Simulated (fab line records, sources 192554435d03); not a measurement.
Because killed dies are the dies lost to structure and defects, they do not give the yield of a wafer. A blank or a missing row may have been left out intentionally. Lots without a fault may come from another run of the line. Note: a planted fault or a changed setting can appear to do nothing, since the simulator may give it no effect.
Chamber matching ; flow n5 finfet ; 3 sister chambers for N5_BEOL_M4_PRE_CLEAN_60 on cvd co-02
The step time 15 s. 3 wafers are shown with their chamber, then 12 later ones without.

== WAFERS WITH THEIR CHAMBER ==
wafer;chamber;heater power outer w (W)
L087.3;2;10
L087.5;1;38
L087.6;0;21

== WAFERS WITHOUT THEIR CHAMBER ==
wafer;heater power outer w (W)
L092.2;37
L092.5;37
L092.6;10
L094.1;21
L094.5;21
L094.6;38
L093.1;20
L093.4;10
L093.5;36
L095.2;21
L095.3;10
L095.5;37

== THE CHAMBER EACH PASSED THROUGH ==
wafer;from the rows above;in truth
L092.2;1;1
L092.5;1;1
L092.6;2;2
L094.1;0;0
L094.5;0;0
L094.6;1;1
L093.1;0;0
L093.4;2;2
L093.5;1;1
L095.2;0;0
L095.3;2;2
L095.5;1;1
Placed correctly: 12 of 12. Can't be placed from these rows: 0. Wrongly placed: 0.
How it was worked out, from the rows above alone: a wafer's distance from a chamber is the root of the sum, over the readings, of the square of ((its reading less the chamber's mean) divided by the reading's scatter). If the next closest chamber is less than 2 further off than the closest, the wafer can't be placed; otherwise it belongs to the closest. Each chamber's mean is taken over the wafers shown for it. The scatter (one wafer shown for each chamber): square how far every hidden wafer sits from the nearest shown wafer, average those squares and take the square root.
